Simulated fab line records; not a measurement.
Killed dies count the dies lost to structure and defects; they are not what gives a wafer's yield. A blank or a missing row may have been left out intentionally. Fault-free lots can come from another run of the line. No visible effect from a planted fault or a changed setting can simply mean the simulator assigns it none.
A struck lot beside a sound one :: flow n5 finfet :: 15 out of 1938 route steps
Sound: these wafers, L690.1, L690.5, L690.6. Struck: wafer L682.3 (left out: L682.4, L682.5 of the same lot, which were not struck); the cause appears at the end.
Order at every step that has rows: each side's tool, ch and its chambers, its first start. Under that, the readings that differ: sound wafers :: struck wafers :: difference of the means :: sigmas: that difference in standard deviations of wafers without a fault.
alike: same words and numbers on both sides, and readings whose means sit less than 2 such deviations apart. not compared: any withheld reading, any reading some wafer has no value for, any bound like >300 that may hide the same value, and any number with overlapping values for which the record gives no deviation.
The two part at a step that has a row with sigmas, a row that says differs or no value, or rows on one side only. When numbers do not overlap yet have no deviation, they are printed without sigmas and do not part them. A reading that every wafer of one side lacks parts them only if that side has two wafers or more.

N5_BEOL_M14_PRE_CLEAN_42: time 30 s.
  sound on pvd sputter-02, day 16 16:22; struck on pvd sputter-02, day 13 21:17
  alike: heater power w
then, 1 step without rows for these wafers: N5_BEOL_M14_SPUTTER_43 (material TaN, target thk 15 nm, time 24.19 s).
N5_BEOL_M14_SPUTTER_44: material Ta, target thk 15 nm, time 24.19 s.
  sound on pvd sputter-02, day 16 16:29; struck on pvd sputter-02, day 13 21:24
  alike: substrate temp c, throttle valve pct
then, 2 steps without rows for these wafers: N5_BEOL_M14_SPUTTER_45 (material Cu, target thk 100 nm, time 16.67 s); N5_BEOL_M14_ECD_47 (material Cu, target thk 1248 nm).
N5_BEOL_M14_ANNEAL_48: time 90 s.
  sound on rtp anneal-02 ch 0, day 16 16:53; struck on rtp anneal-01 ch 0, day 13 21:52
  alike: wafer_temp_C_max
N5_BEOL_M14_CMP_49: polishes, stops on SiO2, t overpolish 5.2 s, target thk 560 nm.
  sound on cmp-02 ch 0,1,2, day 16 17:15; struck on cmp-01 ch 3, day 13 22:05
  alike: barrier field endpoint s, head pressure psi, motor current A, overpolish run s, platen rpm, time to endpoint s
N5_BEOL_M14_THK_MEAS_50: measures by xrf.
  sound on film metro-02, day 16 17:28; struck on film metro-02, day 13 22:23
  alike: M14_THK
then, 1 step without rows for these wafers: N5_BEOL_M14_PRE_CLEAN_52 (time 15 s).
N5_BEOL_M14_DEP_53: deposits SiCN from 3MS/NH3, target thk 50 nm, time 17.8 s.
  sound on pecvd-03 ch 0,2, day 16 17:32; struck on pecvd-03 ch 0, day 13 22:26
  alike: showerhead plenum p Torr, showerhead vpp V, throttle valve pct
N5_BEOL_M14_RS_MEAS_54: a four-point-probe measurement.
  sound on film metro-01, day 16 17:36; struck on film metro-02, day 13 22:30
  alike: M14_RS
N5_BEOL_M14_INSPECT_55: inspects for defects (darkfield).
  sound on defect inspect-02, day 16 17:37; struck on defect inspect-01, day 13 22:32
reading: raw defect count
sound: 26 52 54
struck: 93
difference: +49
sigmas: +2
N5_BEOL_M15_ILD_DEP_00: deposits SiO2 from TEOS/O2, target thk 1629.3 nm, time 346.1 s.
  sound on pecvd-01 ch 1,2, day 16 17:40; struck on pecvd-04 ch 1, day 13 22:34
reading: susceptor temp C (C)
sound: 400.04 399.82 399.97
struck: 397.45
difference: -2.49
sigmas: -11
  alike: heater power w, showerhead plenum p Torr, showerhead vpp V, throttle valve pct
N5_BEOL_M15_THK_MEAS_01:
  sound on film metro-02, day 16 17:55; struck on film metro-02, day 13 22:49
  alike: M15_ILD_THK
N5_PASSIVATION_PROBE_49:
  the record has rows for the sound wafers here (prober-01, day 17 13:41) and none for the struck ones

## WHERE THEY PART
Last at N5_PASSIVATION_PROBE_49 as far as this record goes, first at N5_BEOL_M14_INSPECT_55.

WHY: what had been put in by the simulator
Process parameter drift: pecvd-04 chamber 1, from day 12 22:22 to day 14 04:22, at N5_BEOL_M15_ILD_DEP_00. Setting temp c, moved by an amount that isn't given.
